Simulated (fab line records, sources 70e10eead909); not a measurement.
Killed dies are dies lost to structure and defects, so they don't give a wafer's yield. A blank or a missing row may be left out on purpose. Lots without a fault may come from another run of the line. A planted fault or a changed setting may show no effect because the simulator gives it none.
Chamber matching | flow nand_harc | NHARC_A_DECK1_JOINT_DEP_16 on pecvd-03: 3 sister chambers
The step deposits SiO2, target thk 45 nm. 6 wafers are shown with their chamber, then 6 later ones without.

WAFERS WITH THEIR CHAMBER
wafer  | chamber | heater_power_w (W) | throttle_valve_pct (%)
L273.5 | 0       | 714                | 16.4
L274.1 | 0       | 695                | 16.5
L274.4 | 1       | 602                | 15.9
L275.3 | 1       | 577                | 16.4
L284.3 | 2       | 501                | 16.0
L284.5 | 2       | 514                | 16.0

WAFERS WITHOUT THEIR CHAMBER
wafer  | heater_power_w (W) | throttle_valve_pct (%)
L284.6 | 626                | 15.4
L285.1 | 574                | 16.3
L285.2 | 671                | 16.4
L285.6 | 499                | 15.5
L287.5 | 615                | 15.6
L287.6 | 686                | 16.7

WHICH CHAMBER EACH WENT THROUGH
wafer  | from the rows above | in truth
L284.6 | 1                   | 1
L285.1 | 1                   | 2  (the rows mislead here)
L285.2 | 0                   | 0
L285.6 | 2                   | 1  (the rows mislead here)
L287.5 | 1                   | 1
L287.6 | 0                   | 0
Placed correctly: 4 of 6. Can't be placed from these rows: 0. Placed wrongly: 2.
How it was worked out, from the rows above alone: a wafer's distance from a chamber is the root of the sum, over the readings, of the square of ((its reading less the chamber's mean) divided by the reading's scatter). The wafer belongs to the nearest chamber; if the next one is less than 2 further off, it can't be placed. A chamber's mean is the mean of its shown wafers. The scatter: the root of (the sum of the squares of (reading less its chamber's mean) over the shown wafers, divided by (wafers less chambers)).
